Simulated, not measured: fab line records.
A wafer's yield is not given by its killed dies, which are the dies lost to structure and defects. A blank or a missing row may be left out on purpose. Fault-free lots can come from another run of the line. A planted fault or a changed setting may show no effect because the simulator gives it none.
fab line records ; flow nand-harc
[record] lots = 7; wafers = 18; last-day = 24
route steps=1159 shown P_CONTACT@226
lots that met no fault: from a run of the same line without faults
start-h: hours from the record's first day to the start of the lot's first wafer shown ; wait-h: hours since the lot's step before ; " unchanged from the row above ; L1.1+2: a row that stands for several wafers ; - no value present, or no start provided ; * or withheld: withheld ; < > ~ a bound
route shown NAME@n: names a module that has steps shown in the file, with the first one's number in the route ; usual: the fault-free wafers' mean and standard deviation ; same: alike in all rows ; chamber/n: place in a boat ; sites: readings site by site ; _std_site: standard deviation across them ; _edge_site: mean of outer sites minus mean of inner sites ; radius-mm: for every site, how far away it sits from the centre of the wafer ; mask NAME#n: copy n ; behind: the tool/chamber that last shaped the wafer ; hold: why the lot was held/for how many hours/how that ended ; device: whichever transistor did not switch (one of n, p or np) ; end of line: tests run on the same wafers once the route is complete ; for a step that has no rows: nothing shown but its recipe ; killed: count of dies lost to structure and defects at first sort (not the wafer's yield) ; map: the dies of a wafer, with x for killed, . for not killed, _ for no die there
set.NAME: the run value of the setting; set.NAME@STEP: its run value at that earlier step ; model.NAME: the simulator's own value behind a step, which no gauge read
lots seen at some steps along the route; tables by step, rows by wafer
services: from which hour (start-h, from the record's first day; less than 0 if before it) a tool's chamber was out of use, for how many hours, and why
[[steps]]
[step NHARC_P_CONTACT_COAT_06]
[recipe] spin-rpm = 1500; resist-thk-nm = 90
[step NHARC_P_CONTACT_SOFTBAKE_07]
[recipe] temp-c = 105; time-s = 55
[step NHARC_P_CONTACT_EBR_08]
[step NHARC_P_CONTACT_EXPOSE_09]
[recipe] na = 1.35; target-cd-nm = 90; dose-mj = 81.26; mask-id = P_CA
[step NHARC_P_CONTACT_PEB_10]
[recipe] peb-temp-c = 100; peb-time-s = 65
[step NHARC_P_CONTACT_DEVELOP_11]
[recipe] develop-time-s = 35; dev-temp-c = 23
[step NHARC_P_CONTACT_CD_MEAS_12]
[recipe] target-cd-nm = 90; landing-energy-ev = 500
[usual] cd-nm = 90.0/0.52
[same] landing-energy-ev = 500
lot.wafer;tool;chamber;start-h;wait-h;cd-nm
L156.1;cd-sem-02;0;139.89;-;90.2
L156.2;cd-sem-02;0;139.89;-;89.5
L156.3;cd-sem-02;0;139.89;-;89.8
L158.2;cd-sem-01;0;150.22;-;90.3
L158.6;cd-sem-01;0;150.22;-;90.4
L161.1;cd-sem-01;0;162.89;-;90.4
L161.2;cd-sem-01;0;162.89;-;89.6
L163.1;cd-sem-02;0;185.94;-;89.1
L163.5;cd-sem-02;0;185.94;-;89.6
L172.3;cd-sem-03;0;231.13;-;90.2
L172.4;cd-sem-03;0;231.13;-;89.9
L172.5;cd-sem-03;0;231.13;-;90.1
L173.4;cd-sem-03;0;237.71;-;90.7
L173.5;cd-sem-03;0;237.71;-;90.3
L173.6;cd-sem-03;0;237.71;-;90.9
L174.1;cd-sem-01;0;239.15;-;90.4
L174.3;cd-sem-01;0;239.15;-;90.3
L174.4;cd-sem-01;0;239.15;-;91.0
[step NHARC_P_CONTACT_OVL_MEAS_13]
[usual] overlay-x-nm = -0.1/0.93; overlay-y-nm = 0.1/0.86
lot.wafer;tool;chamber;start-h;wait-h;overlay-x-nm;overlay-y-nm
L156.1;overlay-01;-;139.98;-;0.4;0.6
L156.2;overlay-01;-;139.98;-;1.2;0.6
L156.3;overlay-01;-;139.98;-;0.0;0.5
L158.2;overlay-02;-;150.31;-;-0.1;-0.2
L158.6;overlay-02;-;150.31;-;0.3;-0.2
L161.1;overlay-02;-;162.98;-;0.9;-0.7
L161.2;overlay-02;-;162.98;-;0.8;0.0
L163.1;overlay-01;-;186.03;-;-0.9;0.5
L163.5;overlay-01;-;186.03;-;0.0;-0.2
L172.3;overlay-01;-;231.21;-;-0.7;-0.2
L172.4;overlay-01;-;231.21;-;-1.3;-0.1
L172.5;overlay-01;-;231.21;-;-0.8;0.0
L173.4;overlay-02;-;237.79;-;-1.6;0.1
L173.5;overlay-02;-;237.79;-;-1.5;0.1
L173.6;overlay-02;-;237.79;-;-1.4;0.5
L174.1;overlay-01;-;239.24;-;-0.1;1.0
L174.3;overlay-01;-;239.24;-;-0.6;0.5
L174.4;overlay-01;-;239.24;-;-0.7;0.8
[step NHARC_P_CONTACT_INSPECT_14]
[usual] raw-defect-count = 3.6/2.1
lot.wafer;tool;chamber;start-h;wait-h;raw-defect-count
L156.1;defect-inspect-02;-;140.01;0.0;7
L156.2;defect-inspect-02;-;140.01;0.0;3
L156.3;defect-inspect-02;-;140.01;0.0;5
L158.2;defect-inspect-01;-;150.34;0.0;5
L158.6;defect-inspect-01;-;150.34;0.0;1
L161.1;defect-inspect-02;-;163.02;0.0;4
L161.2;defect-inspect-02;-;163.02;0.0;2
L163.1;defect-inspect-01;-;186.07;0.0;1
L163.5;defect-inspect-01;-;186.07;0.0;2
L172.3;defect-inspect-02;-;231.25;0.0;1
L172.4;defect-inspect-02;-;231.25;0.0;2
L172.5;defect-inspect-02;-;231.25;0.0;6
L173.4;defect-inspect-02;-;237.83;0.0;4
L173.5;defect-inspect-02;-;237.83;0.0;0
L173.6;defect-inspect-02;-;237.83;0.0;3
L174.1;defect-inspect-02;-;239.27;0.0;4
L174.3;defect-inspect-02;-;239.27;0.0;6
L174.4;defect-inspect-02;-;239.27;0.0;4
[step NHARC_P_CONTACT_DESCUM_17]
[recipe] time-s = 3; o2-flow-sccm = 200; ar-flow-sccm = 0; bias-power-w = 0; chemistry = O2
[usual] drypump-motor-current-A = 5.8/0.4; oes-product-au = 1.004/0.0083; rf-vpp-V = 57.9/1; showerhead-plenum-p-Torr = 1.93/0.092; throttle-valve-pct = 11.311/0.0093
lot.wafer;tool;chamber;start-h;wait-h;drypump-motor-current-A;oes-product-au;rf-hours-counter-h;rf-vpp-V;showerhead-plenum-p-Torr;throttle-valve-pct
L156.3;rie-diel-09;1;140.08;0.1;5.6;1.016;6;57.2;1.90;11.302
L156.2;rie-diel-09;3;140.08;0.1;5.5;1.021;5;57.1;1.82;11.321
L156.1;rie-diel-09;0;140.08;0.1;5.4;1.020;6;57.6;1.98;11.310
L158.2;rie-diel-09;3;150.42;0.1;5.5;1.008;6;58.5;1.82;11.298
L158.6;rie-diel-09;0;150.42;0.1;5.4;1.013;-;58.8;1.98;11.302
L161.2;rie-diel-09;3;163.09;0.1;5.5;1.008;8;57.4;1.82;11.311
L161.1;rie-diel-09;0;163.09;0.1;5.4;1.010;9;58.0;1.98;11.324
L163.1;rie-diel-09;0;186.13;0.1;5.4;1.000;11;57.9;1.98;11.313
L163.5;rie-diel-09;1;186.13;0.1;5.6;1.008;-;56.5;1.90;11.312
L172.4;rie-diel-06;3;231.33;0.1;6.5;1.001;16;55.4;1.79;11.309
L172.3;rie-diel-06;0;231.33;0.1;5.3;1.002;15;59.7;2.03;11.317
L172.5;rie-diel-06;1;231.33;0.1;5.7;1.003;-;57.5;1.92;11.316
L173.4;rie-diel-06;2;237.91;0.1;6.2;1.001;16;57.4;2.00;11.317
L173.5;rie-diel-06;0;237.91;0.1;5.3;1.007;-;57.4;2.03;11.284
L173.6;rie-diel-06;1;237.91;0.1;5.6;1.004;-;59.0;1.92;11.329
L174.4;rie-diel-09;3;239.33;0.1;5.5;1.007;17;57.8;1.81;11.307
L174.3;rie-diel-09;0;239.33;0.1;5.4;0.998;18;57.9;1.97;11.306
L174.1;rie-diel-09;2;239.33;0.1;5.8;0.994;18;57.4;2.04;11.317
[step NHARC_P_CONTACT_ETCH_35]
[recipe] target-depth-a = 390; over-etch-frac = 0.3; time-s = 65; ion-energy-ev = 80; cf4-flow-sccm = 150; ar-flow-sccm = 0; rf-w = 300; bias-w = 100; chemistry = CF4
[usual] drypump-motor-current-A = 5.7/0.4; oes-product-au = 1.004/0.0074; rf-vpp-V = 151.5/1.3; run-length-s = 86.3/0.45; showerhead-plenum-p-Torr = 1.78/0.079; throttle-valve-pct = 13.283/0.009
lot.wafer;tool;chamber;start-h;wait-h;drypump-motor-current-A;oes-product-au;rf-hours-counter-h;rf-vpp-V;run-length-s;showerhead-plenum-p-Torr;throttle-valve-pct
L156.3;rie-diel-09;3;140.17;0.1;5.5;1.009;5;149.5;86.2;1.68;13.281
L156.2;rie-diel-09;0;140.17;0.1;5.4;1.006;6;152.1;86.2;1.82;13.290
L156.1;rie-diel-09;1;140.17;0.1;5.6;1.018;6;150.6;86.2;1.76;13.269
L158.2;rie-diel-09;0;150.52;0.1;5.4;1.007;7;152.5;86.3;1.82;13.293
L158.6;rie-diel-09;0;150.52;0.1;5.4;1.006;-;152.7;86.1;1.82;13.282
L161.1;rie-diel-09;2;163.17;0.1;5.7;1.006;9;151.9;85.6;1.87;13.283
L161.2;rie-diel-09;0;163.17;0.1;5.4;1.013;9;152.7;86.6;1.82;13.278
L163.1;rie-diel-09;2;186.22;0.1;5.8;1.003;11;153.0;85.6;1.87;13.272
L163.5;rie-diel-09;2;186.22;0.1;5.8;0.998;-;154.0;86.0;1.87;13.285
L172.3;rie-diel-06;3;231.39;0.1;6.4;0.985;16;149.0;87.6;1.66;13.287
L172.4;rie-diel-06;0;231.39;0.1;5.3;1.010;15;152.4;86.5;1.87;13.261
L172.5;rie-diel-06;0;231.39;0.1;5.3;1.007;-;152.4;86.2;1.87;13.283
L173.4;rie-diel-06;0;237.99;0.1;5.3;1.005;15;152.5;86.2;1.87;13.295
L173.6;rie-diel-06;1;237.99;0.1;5.6;0.995;-;150.4;86.3;1.78;13.278
L173.5;rie-diel-06;2;237.99;0.1;6.2;1.001;-;151.0;85.8;1.84;13.277
L174.3;rie-diel-09;0;239.42;0.1;5.4;1.003;18;150.3;86.3;1.82;13.282
L174.1;rie-diel-09;2;239.42;0.1;5.7;1.005;18;153.1;86.1;1.87;13.291
L174.4;rie-diel-09;3;239.42;0.1;5.5;0.998;17;149.6;86.7;1.68;13.274
[step NHARC_P_CONTACT_ETCH_36]
[recipe] target-depth-a = 2600; over-etch-frac = 0.25; time-s = 406.25; ion-energy-ev = 200; n2-flow-sccm = 150; h2-flow-sccm = 150; ar-flow-sccm = 0; rf-w = 400; bias-w = 150; chemistry = N2/H2
[usual] drypump-motor-current-A = 5.7/0.39; oes-product-au = 1.005/0.0075; rf-vpp-V = 431.1/2.7; run-length-s = 427.5/0.39; showerhead-plenum-p-Torr = 2.06/0.095; throttle-valve-pct = 14.171/0.01
lot.wafer;tool;chamber;start-h;wait-h;drypump-motor-current-A;oes-product-au;rf-hours-counter-h;rf-vpp-V;run-length-s;showerhead-plenum-p-Torr;throttle-valve-pct
L156.1;rie-diel-09;3;-;-;5.5;1.013;5;427.8;427.6;1.93;14.170
L156.2;rie-diel-09;1;-;-;5.6;1.026;6;429.5;427.9;2.03;14.155
L156.3;rie-diel-09;2;-;-;5.8;1.004;6;432.9;426.7;2.18;14.167
L158.2;rie-diel-09;0;-;-;5.4;1.004;7;432.0;427.4;2.11;14.160
L158.6;rie-diel-09;0;-;-;5.4;1.001;-;432.8;427.8;2.11;14.157
L161.1;rie-diel-09;2;-;-;5.8;0.997;9;435.0;427.0;2.18;14.156
L161.2;rie-diel-09;3;-;-;5.5;1.002;8;427.2;427.3;1.93;14.174
L163.1;rie-diel-09;0;-;-;5.4;1.001;11;433.1;427.7;2.11;14.180
L163.5;rie-diel-09;1;-;-;5.6;1.006;-;430.2;427.8;2.02;14.178
L172.3;rie-diel-06;2;-;-;6.2;1.003;16;433.5;427.7;2.13;14.180
L172.4;rie-diel-06;3;-;-;6.5;0.995;17;426.2;428.1;1.90;14.179
L172.5;rie-diel-06;0;-;-;5.3;0.997;-;434.4;427.1;2.17;14.178
L173.4;rie-diel-06;3;-;-;6.5;1.000;17;428.1;428.0;1.90;14.159
L173.5;rie-diel-06;0;-;-;5.3;1.008;-;433.7;427.5;2.17;14.165
L173.6;rie-diel-06;1;-;-;5.6;1.006;-;431.7;427.9;2.05;14.171
L174.3;rie-diel-09;1;-;-;5.6;1.004;17;430.1;427.5;2.02;14.170
L174.1;rie-diel-09;2;-;-;5.8;0.999;18;435.2;426.8;2.17;14.178
L174.4;rie-diel-09;3;-;-;5.5;0.996;17;426.7;427.3;1.93;14.175
[step NHARC_P_CONTACT_ETCH_18]
[recipe] target-depth-a = 4810; time-s = 240.5; c4f8-flow-sccm = 20; o2-flow-sccm = 10; ar-flow-sccm = withheld; rf-w = 600; bias-w = 1500; chemistry = C4F8/O2/Ar
[usual] oes-product-au = 0.966/0.017; rf-vpp-V = 980/6.1; run-length-s = 261.8/0.42
lot.wafer;tool;chamber;start-h;wait-h;oes-product-au;rf-hours-counter-h;rf-vpp-V;run-length-s
L156.1;rie-diel-09;0;140.56;-;0.986;6;983;261.7
L156.3;rie-diel-09;2;140.56;-;0.971;6;986;261.0
L156.2;rie-diel-09;3;140.56;-;0.986;6;972;262.0
L158.2;rie-diel-09;0;151.02;-;0.973;7;982;261.6
L158.6;rie-diel-09;3;151.02;-;0.961;-;970;200.9
L161.1;rie-diel-09;2;163.56;-;0.956;9;986;200.1
L161.2;rie-diel-09;1;163.56;-;0.967;8;978;261.8
L163.1;rie-diel-09;0;186.65;-;0.926;12;983;201.0
L163.5;rie-diel-09;3;186.65;-;0.915;-;971;262.0
L172.3;rie-diel-06;1;231.81;-;0.951;16;979;262.1
L172.4;rie-diel-06;3;231.81;-;0.980;17;969;262.4
L172.5;rie-diel-06;0;231.81;-;0.985;-;989;261.9
L173.4;rie-diel-06;0;238.39;-;0.973;16;985;261.5
L173.5;rie-diel-06;3;238.39;-;0.983;-;970;262.9
L173.6;rie-diel-06;0;238.39;-;0.968;-;985;261.6
L174.3;rie-diel-09;0;239.83;-;0.944;18;982;261.8
L174.1;rie-diel-09;1;239.83;-;0.981;18;976;261.9
L174.4;rie-diel-09;2;239.83;-;0.970;18;987;261.3
[step NHARC_P_CONTACT_STRIP_37]
[recipe] c4f8-flow-sccm = withheld; o2-flow-sccm = 8; ar-flow-sccm = withheld; bias-w = 0; chemistry = C4F8/O2/Ar
[[services]]
tool;chamber;start-h;hours;kind
rie-diel-09;0;135.10;-;clean
rie-diel-09;1;135.10;-;clean
rie-diel-09;2;135.10;-;clean
rie-diel-09;3;135.10;-;clean
rie-diel-09;1;140.88;12.4;repair
rie-diel-09;0;159.60;-;clean
rie-diel-09;1;159.60;-;clean
rie-diel-09;2;159.60;-;clean
rie-diel-09;3;159.60;-;clean
rie-diel-06;1;160.29;4.1;repair
rie-diel-09;0;184.10;-;clean
rie-diel-09;1;184.10;-;clean
rie-diel-09;2;184.10;-;clean
rie-diel-09;3;184.10;-;clean
rie-diel-09;3;196.36;2.8;repair
rie-diel-06;2;198.31;8.6;repair
rie-diel-09;0;208.64;-;clean
rie-diel-09;1;208.64;-;clean
rie-diel-09;2;208.64;-;clean
rie-diel-09;3;208.64;-;clean
rie-diel-09;0;233.14;-;clean
rie-diel-09;1;233.14;-;clean
rie-diel-09;2;233.14;-;clean
rie-diel-09;3;233.14;-;clean
[[key]]
[first-sign] step = NHARC_P_CONTACT_ETCH_18; reading = run-length-s; direction = down; sigmas = 99+; usual = *; struck = *
effect none on later readings
met-at NHARC_P_CONTACT_ETCH_18
struck-wafers L158.6,L161.1,L163.1
later-rows-left-out L158.6,L161.1,L163.1
sort-left-out L158.6,L161.1,L163.1
tester-left-out L158,L161,L163
onset-between 140.56 151.02
[fault] kind = process-parameter-drift; tool = rie-diel-09; chamber = -; onset-h = 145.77; steps = NHARC_P_CONTACT_ETCH_18; channel = time-s; offset = *; shape = step; end-h = 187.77; scope = struck-wafers-only; acts-in = *; stated = *
// tester-left-out: of these lots the tester's yield and bins aren't shown, on N5 and GAA mostly nor the transistor test; their killed dies are dies lost to structure and defects alone, not to doping, threshold or leakage, so they don't give the yield
// sort-left-out: the simulated sort isn't trusted on such a fault, so these wafers' sort isn't shown, and their yield isn't known
// later-rows-left-out: the simulator's readings of these wafers behind a module that went badly wrong aren't trusted and aren't shown, but for the sort
